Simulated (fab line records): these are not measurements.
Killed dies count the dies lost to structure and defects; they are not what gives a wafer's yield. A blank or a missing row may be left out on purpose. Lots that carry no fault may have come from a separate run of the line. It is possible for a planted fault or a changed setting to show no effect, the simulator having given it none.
fab line records    flow n5_finfet
record: lots: 11  wafers: 30  last_day: 18
route steps=1938 shown BEOL_M6@1197 BEOL_M7@1267
lots with no fault: from the same line, run without faults
start_h: hours from the record's opening day to when the first of the lot's shown wafers began    wait_h: hours since the lot's step before    " identical to the entry in the row above    L1.1+2: a row that stands for several wafers    - no value present, or no start provided    * or withheld: withheld    < > ~ a bound
route shown NAME@n: NAME is a module with steps in the file, n the number in the route of the first one    usual: mean and standard deviation over wafers with no fault    same: alike in all rows    chamber/n: place in a boat    sites: readings site by site    _std_site: the values' standard deviation    _edge_site: mean of outer sites minus mean of inner sites    radius_mm: how far each site lies from the wafer's centre    mask NAME#n: copy n    behind: the tool/chamber that last shaped the wafer    hold: why the lot went on hold/how many hours it stayed there/how the hold came to an end    device: which transistor (n, p or np) failed to switch    end of line: the same wafers' tests at the end of the route    a step without rows: its recipe alone    killed: not the wafer's yield, but the dies lost to structure and defects at the first sort    map: the dies of a wafer, with x for killed, . for not killed, _ for no die there
set.NAME: the setting that was run; set.NAME@STEP: the one run at that earlier step    model.NAME: the simulator's own value behind a step, which no gauge read
route steps across a sampled set of lots; one table per step, one row per wafer
services: the hour from which a tool's chamber was out of use, counted from the record's first day as start_h (under 0 if before that day), plus the number of hours and why
== steps ==
step: N5_BEOL_M6_PECVD_70
recipe: material: SiO2  target_thk_a: 200  temp_c: 400  precursor: TEOS/O2  pressure_torr: 5.5  rf_w: 450  teos_flow_sccm: 53.8  gas: O2  flow_sccm: 3000  time_s: 22.7
usual: heater_power_w: 698/86  showerhead_plenum_p_Torr: 8.79/0.045  throttle_valve_pct: 23.0/0.9
lot.wafer  tool      chamber  start_h  wait_h  heater_power_w  showerhead_plenum_p_Torr  throttle_valve_pct
L841.2     pecvd-01  1        179.20   0.0     851             8.81                      23.1
L841.3     "         0        "        "       813             8.72                      22.0
L841.6     "         2        "        "       512             8.78                      23.8
L847.3     pecvd-01  1        205.45   0.0     734             8.79                      23.3
L847.5     "         1        "        "       750             8.83                      23.2
L849.3     pecvd-01  1        217.73   0.0     790             8.82                      23.0
L849.5     "         1        "        "       813             8.80                      23.1
L852.3     pecvd-01  1        245.40   0.1     779             8.82                      23.2
L852.6     "         0        "        "       853             8.72                      21.9
L854.2     pecvd-03  2        253.81   0.0     636             8.85                      22.3
L854.4     "         1        "        "       730             8.84                      22.0
L854.5     "         2        "        "       653             8.83                      22.5
L856.1     pecvd-03  1        266.06   0.0     786             8.84                      22.1
L856.5     "         0        "        "       647             8.80                      24.7
L856.6     "         1        "        "       795             8.85                      22.1
L857.3     pecvd-03  2        271.53   0.0     622             8.84                      22.4
L857.5     "         1        "        "       668             8.83                      22.6
L857.6     "         0        "        "       689             8.82                      24.9
L860.2     pecvd-03  2        288.94   0.0     619             8.83                      22.8
L860.3     "         0        "        "       621             8.82                      24.9
L860.4     "         0        "        "       611             8.83                      24.9
L859.4     pecvd-03  1        295.54   0.1     770             8.83                      22.3
L859.5     "         2        "        "       608             8.86                      22.7
L859.6     "         0        "        "       680             8.83                      24.7
L861.1     pecvd-04  0        299.29   0.0     696             8.75                      23.3
L861.4     "         0        "        "       711             8.77                      23.4
L861.5     "         2        "        "       860             8.72                      23.0
L864.1     pecvd-01  2        328.87   0.0     590             8.76                      21.5
L864.3     "         1        "        "       730             8.81                      23.1
L864.5     "         2        "        "       602             8.76                      21.5
step: N5_BEOL_M6_ETCH_65
recipe: chemistry: CF4  target: SiARC  target_depth_a: 156  mask_material: CAR-EUV  time_s: 26  ion_energy_ev: 80  pressure_mtorr: 40  source_w: 545  bias_w: 36  Ar_flow_sccm: 100  cf4_flow_sccm: 100  ends: cleared
usual: drypump_motor_current_A: 5.9/0.42  etch_rf_on_time_s: 25.84/0.29  oes_product_au: 0.69/0.08  rf_vpp_V: 184.0/1.3  showerhead_plenum_p_Torr: 2.13/0.067  throttle_valve_pct: 15.46/0.24
lot.wafer  tool         chamber  start_h  wait_h  drypump_motor_current_A  etch_rf_on_time_s  oes_product_au  rf_hours_counter_h  rf_vpp_V  showerhead_plenum_p_Torr  throttle_valve_pct
L841.2     rie_diel-02  1        186.22   0.0     4.8                      25.87              0.59            232                 183.4     2.04                      15.59
L841.3     "            2        "        "       5.6                      25.98              0.80            17                  184.9     2.19                      15.73
L841.6     "            1        "        "       4.8                      25.90              0.59            -                   182.0     2.04                      15.59
L847.3     rie_diel-03  2        208.80   0.0     6.4                      26.17              0.61            208                 184.5     2.03                      15.59
L847.5     "            2        "        "       6.4                      26.03              0.60            -                   182.6     2.03                      15.57
L849.3     rie_diel-02  2        219.93   0.0     5.6                      25.91              0.77            28                  185.4     2.19                      15.76
L849.5     "            0        "        "       5.5                      26.12              0.67            -                   186.1     2.15                      15.25
L852.3     rie_diel-03  3        248.42   0.0     6.3                      25.35              0.82            6                   182.2     2.11                      15.49
L852.6     "            3        "        "       6.3                      25.31              0.81            -                   186.0     2.11                      15.49
L854.2     rie_diel-01  0        258.66   0.0     6.2                      25.51              0.76            33                  183.9     2.18                      15.07
L854.4     "            1        "        "       5.8                      25.64              0.71            62                  182.4     2.08                      15.41
L854.5     "            1        "        "       5.9                      25.63              0.72            -                   183.9     2.08                      15.41
L856.1     rie_diel-02  1        270.22   0.0     4.8                      26.05              0.87            0                   186.0     2.28                      15.14
L856.5     "            1        "        "       4.8                      26.15              0.85            -                   185.9     2.28                      15.14
L856.6     "            2        "        "       5.6                      25.77              0.75            -                   184.4     2.18                      15.81
L857.3     rie_diel-01  3        274.63   0.0     6.1                      25.70              0.70            82                  185.8     2.25                      15.33
L857.5     "            1        "        "       5.8                      25.64              0.71            -                   182.8     2.08                      15.41
L857.6     "            2        "        "       5.6                      25.72              0.63            -                   183.6     2.12                      15.42
L860.2     rie_diel-03  1        290.74   0.0     5.8                      26.21              0.58            248                 184.6     2.19                      15.67
L860.3     "            0        "        "       6.3                      26.46              0.74            35                  183.0     2.09                      15.11
L860.4     "            2        "        "       6.4                      26.29              0.59            239                 183.1     2.02                      15.64
L859.4     rie_diel-02  2        298.34   0.0     5.6                      26.19              0.74            56                  186.1     2.18                      15.80
L859.5     "            2        "        "       5.6                      25.99              0.74            -                   183.0     2.18                      15.81
L859.6     "            1        "        "       4.8                      26.14              0.82            -                   186.4     2.28                      15.16
L861.1     rie_diel-03  2        305.35   0.0     6.4                      26.47              0.58            245                 182.4     2.02                      15.65
L861.4     "            3        "        "       6.3                      25.54              0.78            -                   184.4     2.10                      15.51
L861.5     "            2        "        "       6.4                      26.11              0.59            -                   181.1     2.02                      15.65
L864.1     rie_diel-03  3        334.69   0.0     6.3                      25.91              0.75            37                  183.7     2.10                      15.56
L864.3     "            1        "        "       5.8                      26.02              0.81            7                   184.2     2.19                      15.19
L864.5     "            1        "        "       5.8                      25.80              0.81            -                   185.0     2.19                      15.22
step: N5_BEOL_M6_CMP_52
recipe: stop_on: SiCOH_lowk  t_overpolish_s: 6.9  down_force_psi: 1  platen_rpm: 50  clearing_platen_down_force_psi: 1.5  clearing_platen_rpm: 50  post_cmp_clean: cu_alkaline  target_thk_nm: 80  clearing_platen_pad_velocity_m_s: 0.99484  pad_velocity_m_s: 0.99484
usual: barrier_field_endpoint_s: 28.7/0.61  head_pressure_psi: 0.9997/0.0021  motor_current_A: 6.2/0.54
lot.wafer  tool    chamber  start_h  wait_h  barrier_field_endpoint_s  head_pressure_psi  motor_current_A
L841.3     cmp-02  2        189.74   0.2     28.3                      0.9941             6.7
L841.2     "       3        "        "       28.0                      1.0017             6.0
L841.6     "       1        "        "       28.9                      0.9988             6.4
L847.3     cmp-02  1        211.81   0.3     37.8                      1.0001             6.3
L847.5     "       3        "        "       28.2                      0.9999             6.2
L849.3     cmp-04  2        222.28   0.2     35.7                      0.9948             6.3
L849.5     "       2        "        "       27.9                      0.9943             6.3
L852.3     cmp-02  2        251.67   0.2     37.5                      0.9996             6.4
L852.6     "       2        "        "       37.9                      0.9952             7.1
L854.2     cmp-02  3        261.26   0.3     28.5                      1.0004             6.2
L854.4     "       0        "        "       29.7                      0.9998             6.8
L854.5     "       2        "        "       29.0                      0.9992             6.9
L856.1     cmp-02  0        273.59   0.3     27.5                      0.9980             6.8
L856.5     "       0        "        "       29.2                      0.9974             7.0
L856.6     "       1        "        "       28.3                      0.9962             6.4
L857.3     cmp-02  3        277.24   0.2     28.1                      1.0017             6.1
L857.6     "       1        "        "       28.9                      0.9991             6.4
L857.5     "       2        "        "       28.5                      1.0029             6.9
L860.2     cmp-04  3        293.74   0.2     29.1                      1.0001             6.2
L860.3     "       1        "        "       28.9                      1.0020             6.2
L860.4     "       2        "        "       29.8                      0.9988             6.1
L859.4     cmp-03  1        301.60   0.1     29.3                      1.0005             6.2
L859.6     "       1        "        "       28.8                      1.0000             5.8
L859.5     "       2        "        "       29.2                      0.9989             5.4
L861.4     cmp-02  3        308.22   0.1     28.9                      0.9972             5.8
L861.1     "       0        "        "       29.1                      0.9989             7.0
L861.5     "       0        "        "       29.3                      1.0010             7.0
L864.3     cmp-04  2        338.95   0.2     28.2                      1.0002             6.5
L864.1     "       3        "        "       28.1                      0.9995             6.3
L864.5     "       1        "        "       29.4                      1.0013             6.3
step: N5_BEOL_M6_THK_MEAS_53
recipe: thk_meas_gauge: xrf  reads: Cu_of_BEOL_M6_ECD_50
usual: M6_THK: 78.6/1.4
lot.wafer  tool           chamber  start_h  wait_h  M6_THK[nm]
L841.2     film_metro-02  -        189.99   -       77.1
L841.3     "              -        "        "       78.5
L841.6     "              -        "        "       79.5
L847.3     film_metro-01  -        211.99   -       76.9
L847.5     "              -        "        "       74.6
L849.3     film_metro-02  -        222.54   -       78.2
L849.5     "              -        "        "       78.6
L852.3     film_metro-01  -        251.93   -       78.9
L852.6     "              -        "        "       79.3
L854.2     film_metro-01  -        261.48   -       79.1
L854.4     "              -        "        "       81.2
L854.5     "              -        "        "       79.8
L856.1     film_metro-01  -        273.89   -       78.4
L856.5     "              -        "        "       78.7
L856.6     "              -        "        "       77.5
L857.3     film_metro-01  -        277.46   -       78.6
L857.5     "              -        "        "       80.3
L857.6     "              -        "        "       79.8
L860.2     film_metro-02  -        294.03   -       79.9
L860.3     "              -        "        "       80.8
L860.4     "              -        "        "       79.2
L859.4     film_metro-02  -        301.90   -       78.5
L859.5     "              -        "        "       78.8
L859.6     "              -        "        "       78.6
L861.1     film_metro-02  -        308.52   -       75.5
L861.4     "              -        "        "       78.5
L861.5     "              -        "        "       76.0
L864.1     film_metro-02  -        339.17   -       80.3
L864.3     "              -        "        "       81.1
L864.5     "              -        "        "       79.1
step: N5_BEOL_M7_HM_DEP_02
recipe: material: TiN  target_thk_a: 200  temp_c: 25  chamber_pressure_pa: 0.49996
usual: throttle_valve_pct: 30.8/0.73
lot.wafer  tool            chamber  start_h  wait_h  throttle_valve_pct
L841.2     pvd_sputter-02  -        191.55   0.3     31.1
L841.3     "               -        "        "       30.5
L841.6     "               -        "        "       30.3
L847.3     pvd_sputter-03  -        214.11   1.3     29.3
L847.5     "               -        "        "       29.6
L849.3     pvd_sputter-03  -        224.43   1.0     29.6
L849.5     "               -        "        "       29.3
L852.3     pvd_sputter-01  -        254.67   1.9     30.9
L852.6     "               -        "        "       30.4
L854.2     pvd_sputter-01  -        262.65   0.3     30.4
L854.4     "               -        "        "       31.9
L854.5     "               -        "        "       31.2
L856.1     pvd_sputter-02  -        275.53   0.8     31.2
L856.5     "               -        "        "       32.2
L856.6     "               -        "        "       30.3
L857.3     pvd_sputter-03  -        278.67   0.4     30.2
L857.5     "               -        "        "       30.3
L857.6     "               -        "        "       30.7
L860.2     pvd_sputter-03  -        296.35   1.5     29.9
L860.3     "               -        "        "       30.8
L860.4     "               -        "        "       29.5
L859.4     pvd_sputter-02  -        305.18   2.4     31.2
L859.5     "               -        "        "       31.3
L859.6     "               -        "        "       30.2
L861.1     pvd_sputter-03  -        309.75   0.4     31.0
L861.4     "               -        "        "       29.5
L861.5     "               -        "        "       29.3
L864.1     pvd_sputter-01  -        340.78   0.8     30.5
L864.3     "               -        "        "       32.0
L864.5     "               -        "        "       30.8
== services ==
tool         chamber  start_h  hours  kind
rie_diel-03  0        165.62   14.4   repair
cmp-03       -        167.87   1.6    repair
rie_diel-01  1        172.82   7.6    repair
rie_diel-02  0        174.77   2.9    repair
rie_diel-03  0        180.07   -      clean
rie_diel-03  0        180.07   -      consumable_replace:focus_ring
rie_diel-03  0        180.07   19.5   scheduled_down
rie_diel-03  0        180.07   19.5   vent_cycle
cmp-03       -        181.19   5.3    repair
cmp-02       -        183.50   0.6    repair
rie_diel-03  3        199.55   -      clean
cmp-03       -        208.50   1.8    repair
rie_diel-01  3        225.93   4.2    repair
cmp-04       -        229.25   4.0    pm
cmp-03       -        234.58   4.0    pm
pecvd-03     -        254.41   2.8    pm
cmp-03       -        263.00   0.4    repair
cmp-04       -        265.45   1.7    repair
pecvd-01     -        296.54   5.5    pm
rie_diel-03  -        297.60   0.3    repair
pecvd-03     1        304.93   5.0    scheduled_down
rie_diel-03  2        307.14   2.8    repair
cmp-03       -        323.45   5.2    pm
rie_diel-01  -        326.39   2.8    pm
== key ==
first_sign: step: N5_BEOL_M6_CMP_52  reading: barrier_field_endpoint_s  direction: up  sigmas: 14  usual: 28.7  struck: 37.2
effect none on later readings
met_at N5_BEOL_M6_PECVD_70
struck_lots L847,L849,L852
struck_wafers L847.3,L849.3,L852.3,L852.6
not_acting_at N5_BEOL_M6_ETCH_65,N5_BEOL_M6_THK_MEAS_53,N5_BEOL_M7_HM_DEP_02
onset_between 179.20 205.45
fault: kind: process_parameter_drift  tool: pecvd-01  chamber: -  onset_h: 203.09  steps: N5_BEOL_M6_PECVD_70  channel: time_s  offset: *  shape: step  end_h: 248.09  scope: struck_wafers_only  acts_in: *  stated: *
